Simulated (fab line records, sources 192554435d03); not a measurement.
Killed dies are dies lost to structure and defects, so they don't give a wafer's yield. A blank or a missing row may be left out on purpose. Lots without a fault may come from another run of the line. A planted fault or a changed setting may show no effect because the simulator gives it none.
fab line records | flow n5_finfet
record lots=9 wafers=26 last_day=17
route steps=1938 shown FIN_SAQP@136 STI_FIN_REVEAL@191 BEOL_M4@1111 PASSIVATION@1936
lots that met no fault: from a run of the same line without faults
start_h: hours from the record's first day to the start of the lot's first wafer shown | wait_h: hours since the lot's step before | " the same as in the row above | L1.1+2: a row that stands for several wafers | - no value, or no start given | * or withheld: withheld | < > ~ a bound
route shown NAME@n: a module of which the file shows steps, and the number in the route of the first | usual: mean/standard deviation of fault-free wafers | same: alike in all rows | chamber/n: place in a boat | sites: the reading at each site | _std_site: their standard deviation | _edge_site: outer sites' mean less inner sites' | radius_mm: how far each site lies from the wafer's centre | mask NAME#n: copy n | behind: the tool/chamber that last shaped the wafer | hold: why the lot was held/for how many hours/how that ended | device: the transistor (n, p or np) that didn't switch | end of line: the same wafers' tests at the end of the route | a step without rows: its recipe alone | killed: dies lost to structure and defects at the first sort, not the wafer's yield | map: a wafer's dies, x killed, . not, _ none there
set.NAME: the setting as run; set.NAME@STEP: as run at that earlier step | model.NAME: the simulator's own value behind a step, which no gauge read
steps of the route over a sample of lots; a table a step, a row a wafer
services: from which hour (start_h, from the record's first day; less than 0 if before it) a tool's chamber was out of use, for how many hours, and why
## steps
# step N5_FIN_SAQP_STRIP_70
# recipe chemistry=N2/H2 power_w=500 temp_c=40 pressure_mtorr=50 rf_frequency_hz=6e+07 overash_fraction=0.3 bias_power_w=28 h2_frac=0.5 n2_flow_sccm=300 h2_flow_sccm=300
# usual drypump_motor_current_A=5.7/0.46 oes_product_au=0.75/0.047 rf_vpp_V=121.6/1 showerhead_plenum_p_Torr=3.31/0.12 throttle_valve_pct=19.0/0.36
# same overash_fraction=0.3
# columns lot.wafer tool chamber start_h wait_h drypump_motor_current_A oes_product_au rf_hours_counter_h rf_vpp_V showerhead_plenum_p_Torr throttle_valve_pct
L453.1 rie_diel-05 1 25.56 0.0 6.6 0.71 211 119.3 3.22 19.4
L453.3 " 0 " " 5.3 0.81 96 121.0 3.15 19.2
L453.6 " 1 " " 6.6 0.71 - 120.6 3.22 19.4
L454.1 rie_diel-06 2 32.00 0.0 5.6 0.74 164 120.4 3.22 19.0
L454.4 " 1 " " 5.8 0.75 186 121.0 3.36 19.6
L454.5 " 0 " " 6.0 0.83 - 121.0 3.52 19.0
L459.2 rie_diel-01 3 62.75 0.0 5.3 0.74 175 122.7 3.36 18.7
L459.3 " 1 " " 6.1 0.75 151 123.3 3.37 19.2
L459.4 " 0 " " 5.5 0.86 37 123.1 3.42 18.6
L460.1 rie_diel-05 3 68.65 0.0 5.1 0.75 162 121.1 3.33 18.7
L460.3 " 1 " " 6.6 0.70 226 120.8 3.21 19.4
L460.6 " 0 " " 5.3 0.78 - 118.9 3.14 19.3
L461.2 rie_diel-06 3 73.79 0.0 5.8 0.82 97 122.1 3.50 18.4
L461.3 " 1 " " 5.7 0.74 201 123.1 3.35 19.6
L461.6 " 2 " " 5.6 0.72 - 121.4 3.21 19.0
L462.3 rie_diel-01 3 79.69 0.0 5.3 0.75 182 121.8 3.36 18.7
L462.5 " 3 " " 5.3 0.75 - 122.0 3.36 18.7
L472.1 rie_diel-06 0 142.05 0.0 6.0 0.78 129 121.2 3.50 19.1
L472.3 " 2 " " 5.6 0.70 197 121.4 3.20 19.0
L472.4 " 1 " " 5.8 0.71 224 122.1 3.34 19.6
L474.2 rie_diel-01 2 151.42 0.0 6.4 0.68 219 122.1 3.45 18.5
L474.4 " 1 " " 6.1 0.71 184 122.4 3.36 19.3
L474.5 " 0 " " 5.5 0.82 - 121.5 3.40 18.6
L475.1 rie_diel-01 0 157.19 0.0 5.5 0.82 73 121.8 3.40 18.7
L475.4 " 2 " " 6.4 0.69 221 122.0 3.45 18.5
L475.5 " 2 " " 6.3 0.68 - 121.8 3.45 18.5
# step N5_FIN_SAQP_SPACER2_ETCHBACK_29
# recipe chemistry=CHF3/O2 mode=anisotropic_etchback target=SiO2 target_depth_a=122 time_s=6.1 pressure_mtorr=30 source_w=650 bias_w=170 Ar_flow_sccm=200 CHF3_flow_sccm=50 O2_flow_sccm=5 ion_energy_ev=200
# usual drypump_motor_current_A=5.7/0.43 oes_product_au=0.75/0.054 rf_vpp_V=522/7.8 showerhead_plenum_p_Torr=2.39/0.095 throttle_valve_pct=18.97/0.17
# same time_s=6.1
# columns lot.wafer tool chamber start_h wait_h drypump_motor_current_A oes_product_au rf_hours_counter_h rf_vpp_V showerhead_plenum_p_Torr throttle_valve_pct
L453.1 rie_diel-01 3 26.09 0.2 5.3 0.75 166 528 2.41 18.85
L453.3 " 2 " " 6.3 0.72 180 525 2.49 18.80
L453.6 " 0 " " 5.4 0.87 - 520 2.46 18.62
L454.1 rie_diel-05 1 32.53 0.2 6.6 0.71 213 510 2.30 19.29
L454.4 " 3 " " 5.1 0.77 145 512 2.42 18.90
L454.5 " 3 " " 5.1 0.77 - 513 2.42 18.89
L459.2 rie_diel-06 1 63.28 0.2 5.7 0.75 199 525 2.40 19.21
L459.3 " 2 " " 5.6 0.73 176 525 2.29 18.85
L459.4 " 3 " " 5.7 0.82 94 534 2.53 18.92
L460.1 rie_diel-06 1 69.32 0.3 5.7 0.74 200 526 2.40 19.21
L460.3 " 2 " " 5.6 0.73 178 526 2.29 18.84
L460.6 " 0 " " 6.0 0.79 - 520 2.52 18.83
L461.2 rie_diel-06 2 74.32 0.2 5.6 0.72 179 526 2.29 18.82
L461.3 " 1 " " 5.8 0.74 201 526 2.40 19.22
L461.6 " 1 " " 5.8 0.73 - 525 2.40 19.21
L462.3 rie_diel-05 2 81.05 0.2 5.5 0.70 206 534 2.31 18.99
L462.5 " 3 " " 5.1 0.75 - 511 2.41 18.93
L472.1 rie_diel-01 0 143.34 0.3 5.5 0.81 67 520 2.44 18.67
L472.3 " 2 " " 6.3 0.69 216 525 2.47 18.88
L472.4 " 3 " " 5.3 0.72 204 528 2.40 18.91
L474.2 rie_diel-05 3 151.95 0.2 5.1 0.72 194 511 2.40 18.96
L474.4 " 1 " " 6.6 1.01 0 520 2.58 18.97
L474.5 " 1 " " 6.6 1.01 - 520 2.58 18.96
L475.1 rie_diel-01 2 157.82 0.3 6.3 0.69 222 525 2.47 18.86
L475.4 " 0 " " 5.5 0.80 73 521 2.44 18.69
L475.5 " 3 " " 5.3 0.73 - 529 2.39 18.89
# step N5_STI_FIN_REVEAL_STRIP_24
# recipe chemistry=N2/H2 time_s=90 power_w=100 temp_c=40 pressure_mtorr=100 rf_frequency_hz=6e+07 bias_power_w=3 n2_flow_sccm=300 h2_flow_sccm=300
# usual drypump_motor_current_A=5.8/0.41 oes_product_au=0.75/0.063 rf_vpp_V=45.2/0.82 showerhead_plenum_p_Torr=3.39/0.11 throttle_valve_pct=12.26/0.22
# same time_s=90
# columns lot.wafer tool chamber start_h wait_h drypump_motor_current_A oes_product_au rf_hours_counter_h rf_vpp_V showerhead_plenum_p_Torr throttle_valve_pct
L453.1 rie_diel-06 1 34.19 0.0 5.8 0.74 187 45.0 3.37 12.56
L453.3 " 2 " " 5.6 0.73 164 44.9 3.23 12.23
L453.6 " 2 " " 5.6 0.72 - 44.9 3.24 12.22
L454.1 rie_diel-06 2 41.14 0.0 5.6 0.73 168 43.6 3.23 12.25
L454.4 " 3 " " 5.8 0.84 86 45.9 3.52 11.98
L454.5 " 0 " " 6.1 0.83 - 44.9 3.54 12.12
L459.2 rie_diel-01 2 72.43 0.0 6.4 0.70 192 45.4 3.48 12.17
L459.3 " 1 " " 6.1 0.74 155 45.2 3.39 12.46
L459.4 " 3 " " 5.3 0.74 179 44.9 3.38 12.21
L460.1 rie_diel-06 1 77.43 0.0 5.7 0.74 202 45.8 3.37 12.61
L460.3 " 2 " " 5.6 0.72 180 44.4 3.23 12.26
L460.6 " 2 " " 5.6 0.72 - 45.3 3.23 12.28
L461.2 rie_diel-01 2 83.33 0.0 6.4 0.70 197 45.2 3.48 12.17
L461.3 " 0 " " 5.5 0.85 46 46.0 3.43 11.87
L461.6 " 3 " " 5.3 0.74 - 44.9 3.38 12.22
L462.3 rie_diel-01 3 89.10 0.0 5.3 0.74 186 44.5 3.38 12.23
L462.5 " 0 " " 5.5 0.85 - 46.3 3.43 11.89
L472.1 rie_diel-05 2 151.45 0.0 5.5 0.68 232 44.0 3.20 12.34
L472.3 " 1 " " 6.6 1.06 0 44.1 3.63 12.12
L472.4 " 0 " " 5.3 0.76 145 44.6 3.14 12.47
L474.2 rie_diel-01 1 160.47 0.0 6.1 0.72 188 45.6 3.37 12.56
L474.4 " 2 " " 6.3 0.69 223 46.7 3.47 12.22
L474.5 " 2 " " 6.4 0.68 - 45.5 3.47 12.23
L475.1 rie_diel-06 0 166.62 0.0 6.0 0.77 140 45.1 3.51 12.23
L475.4 " 2 " " 5.6 0.70 - 45.1 3.21 12.35
L475.5 " 0 " " 6.0 0.77 - 45.8 3.51 12.23
# step N5_STI_FIN_REVEAL_PRECLEAN_17
# recipe chemistry=NF3:NH3 afs_cycles=1 temp_c=30 time_s=20 sublimation_temp_c=180 sublimation_time_s=60 pressure_torr=3 rf_power_w=30
# usual rf_power_w=30.01/0.078 time_s=20/0
# columns lot.wafer tool chamber start_h wait_h rf_power_w time_s
L453.1 remote_plasma-01 1 36.29 0.0 30.03 20
L453.3 " 1 " " 30.11 20
L453.6 " 1 " " 30.03 20
L454.1 remote_plasma-01 0 43.24 0.0 30.07 20
L454.4 " 0 " " 30.07 20
L454.5 " 0 " " 30.17 20
L459.2 remote_plasma-02 0 74.57 0.1 30.02 20
L459.3 " 0 " " 30.04 20
L459.4 " 0 " " 29.92 20
L460.1 remote_plasma-01 0 79.53 0.0 30.04 20
L460.3 " 0 " " 30.18 14.297
L460.6 " 0 " " 30.15 20
L461.2 remote_plasma-01 0 85.47 0.1 30.10 14.297
L461.3 " 0 " " 30.01 14.297
L461.6 " 0 " " 29.94 20
L462.3 remote_plasma-01 1 91.27 0.1 29.94 14.297
L462.5 " 1 " " 29.89 20
L472.1 remote_plasma-02 0 153.56 0.0 30.01 20
L472.3 " 0 " " 30.08 20
L472.4 " 0 " " 30.05 20
L474.2 remote_plasma-01 0 162.60 0.1 29.96 20
L474.4 " 0 " " 30.03 20
L474.5 " 0 " " 30.01 20
L475.1 remote_plasma-02 0 168.72 0.0 29.96 20
L475.4 " 0 " " 29.87 20
L475.5 " 0 " " 30.02 20
# step N5_BEOL_M4_RC_MEAS_101
# usual DIBL_N=35.9/1.4 DIBL_P=35.9/1.7 IOFF_N=0.160/0.026 IOFF_P=0.21/0.036 ION_N=672/11 ION_P=461/8.1 SS_N=71.4/0.54 SS_P=73.2/0.67 VT_N=249.3/2.7 VT_P=-250/3.9
# columns lot.wafer tool chamber start_h wait_h DIBL_N[mV/V] DIBL_P[mV/V] IOFF_N[nA/um] IOFF_P[nA/um] ION_N[uA/um] ION_P[uA/um] SS_N[mV/dec] SS_P[mV/dec] VT_N[mV] VT_P[mV]
L453.1 prober-01 0 161.63 0.0 35.5 35.6 0.172 0.26 685 473 71.3 73.5 250.0 -243
L453.3 " 0 " " 34.1 33.7 0.148 0.23 678 478 71.3 73.0 248.9 -246
L453.6 " 0 " " 34.8 34.4 0.159 0.24 681 474 71.0 72.9 248.9 -244
L454.1 prober-01 0 172.90 0.0 34.3 33.6 0.129 0.19 660 462 71.6 72.8 250.5 -248
L454.4 " 0 " " 38.8 39.7 0.233 0.29 687 468 72.8 74.8 243.2 -244
L454.5 " 0 " " 36.5 35.2 0.155 0.22 672 457 72.1 73.3 251.0 -247
L459.2 prober-01 0 197.59 0.2 35.8 37.4 0.168 0.24 689 473 71.4 73.3 248.0 -249
L459.3 " 0 " " 37.2 38.3 0.183 0.24 681 463 71.7 73.6 246.9 -247
L459.4 " 0 " " 35.4 36.6 0.158 0.21 666 459 70.7 73.8 249.3 -252
L460.1 prober-01 0 208.68 0.0 36.4 34.8 0.153 0.20 671 464 71.4 73.4 250.6 -250
L460.3 " 0 " " 36.8 36.2 0.164 0.23 668 468 71.5 73.3 248.9 -247
L460.6 " 0 " " 35.4 34.2 0.147 0.20 670 465 70.6 72.6 249.6 -246
L462.3 prober-02 0 221.33 0.3 36.3 34.6 0.151 0.19 656 450 71.8 72.5 253.5 -252
L462.5 " 0 " " 36.2 34.6 0.146 0.19 670 462 71.1 72.4 250.4 -250
L461.2 prober-02 0 222.69 0.2 36.8 37.7 0.169 0.19 679 450 70.7 74.1 249.3 -254
L461.3 " 0 " " 35.2 35.5 0.135 0.16 664 450 71.5 73.1 250.0 -256
L461.6 " 0 " " 36.5 36.9 0.172 0.20 679 463 70.6 73.3 248.2 -251
L472.1 prober-01 0 288.39 0.0 35.5 35.9 0.162 0.25 663 465 72.1 72.7 249.5 -243
L472.3 " 0 " " 37.5 38.4 0.193 0.28 680 472 72.4 74.2 248.3 -244
L472.4 " 0 " " 35.4 35.7 0.156 0.24 667 462 71.2 72.8 249.9 -248
L474.2 prober-02 0 291.75 0.2 40.2 39.1 0.228 0.27 677 468 72.5 74.4 246.0 -248
L474.4 " 0 " " 35.4 34.9 0.132 0.19 672 462 70.7 72.5 252.0 -254
L474.5 " 0 " " 37.4 37.0 0.165 0.22 682 465 71.2 73.3 247.7 -249
L475.1 prober-01 0 309.69 0.0 36.2 37.0 0.186 0.23 670 458 72.1 73.9 245.1 -248
L475.4 " 0 " " 35.4 37.1 0.171 0.22 690 465 71.6 74.4 248.0 -250
L475.5 " 0 " " 34.2 34.5 0.136 0.18 660 451 71.1 72.8 251.7 -253
# step N5_PASSIVATION_PROBE_49
# usual defect_limited_yield=90.9/1.5 killed_at_M0_to_M3=35/10 killed_at_M4_up=14/5.2 killed_at_contacts=13/7.3 killed_at_front_end=42/12 killed_at_other=3.4/2.5 killed_dies=108/18 killed_open=70/13 killed_short=35/8 sort_bin_4_leakage=0.00/0.007 sort_bin_5_function=5.4/1 sort_bin_6_memory=3.4/0.71 sort_n_pass=1072/18 sort_yield_pct=90.9/1.5
# same gross_dies=1180 killed_at_back_side=0 sort_bin_8_speed[%]=0
# columns lot.wafer tool chamber start_h wait_h defect_limited_yield[%] killed_at_M0_to_M3 killed_at_M4_up killed_at_contacts killed_at_front_end killed_at_other killed_dies killed_open killed_short sort_bin_4_leakage[%] sort_bin_5_function[%] sort_bin_6_memory[%] sort_n_pass sort_yield_pct[%]
L461.2 prober-02 - 325.42 0.1 91.4 42 11 16 31 2 102 57 44 0 4.9 3.5 1078 91.4
L461.3 prober-02 - 325.47 0.1 87.8 58 22 26 34 4 144 93 47 0 7.9 4.2 1036 87.8
L461.6 prober-02 - 325.62 0.3 90.3 42 8 11 46 8 115 66 49 0 6.1 3.2 1065 90.3
# killed by level:class
L461.2 FIN_SAQP:geometric_particle:short=17 MOL_CONTACT_COAG:geometric_particle:open=12 BEOL_M0_SAQP:geometric_particle:open=12 BEOL_M0_SAQP:geometric_particle:short=9 FIN_SAQP:geometric_particle:open=7 BEOL_M1:geometric_particle:open=6 BEOL_M4:geometric_particle:open=6 BEOL_M2:geometric_particle:open=5
L461.3 MOL_CONTACT_COAG:geometric_particle:open=19 FIN_SAQP:geometric_particle:short=13 BEOL_M1:geometric_particle:open=13 BEOL_M4:geometric_particle:open=10 BEOL_M0_SAQP:geometric_particle:short=9 BEOL_M0_SAQP:geometric_particle:open=8 BEOL_M3:geometric_particle:open=8 MOL_CONTACT_COAG:geometric_particle:short=7
L461.6 FIN_SAQP:geometric_particle:short=14 FIN_SAQP:geometric_particle:open=11 BEOL_M0_SAQP:geometric_particle:short=11 BEOL_M3:geometric_particle:open=10 MOL_CONTACT_COAG:geometric_particle:open=8 BEOL_M0_SAQP:geometric_particle:open=6 BEOL_M1:geometric_particle:open=5 BEOL_M5:geometric_particle:open=4
## services
# columns tool chamber start_h hours kind
rie_diel-05 1 35.97 1.5 repair
rie_diel-01 - 38.30 0.8 repair
rie_diel-01 - 39.22 13.9 repair
rie_diel-06 2 130.51 8.3 repair
rie_diel-05 1 139.24 - clean
rie_diel-05 1 139.24 - consumable_replace:focus_ring
rie_diel-05 1 139.24 - consumable_replace:showerhead
rie_diel-05 1 139.24 12.1 scheduled_down
rie_diel-05 1 139.24 12.1 vent_cycle
rie_diel-06 3 159.99 6.8 repair
## key
first_sign step=N5_STI_FIN_REVEAL_PRECLEAN_17 reading=time_s direction=down sigmas=99+ usual=* struck=*
effect none on later readings
met_at N5_STI_FIN_REVEAL_PRECLEAN_17
struck_lots L460,L461,L462
struck_wafers L460.3,L461.2,L461.3,L462.3
not_acting_at N5_FIN_SAQP_STRIP_70,N5_FIN_SAQP_SPACER2_ETCHBACK_29,N5_STI_FIN_REVEAL_STRIP_24
onset_between 43.24 79.53
fault kind=process_parameter_drift tool=remote_plasma-01 chamber=- onset_h=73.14 steps=N5_STI_FIN_REVEAL_PRECLEAN_17 channel=time_s offset=* shape=step end_h=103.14 scope=struck_wafers_only acts_in=* stated=*
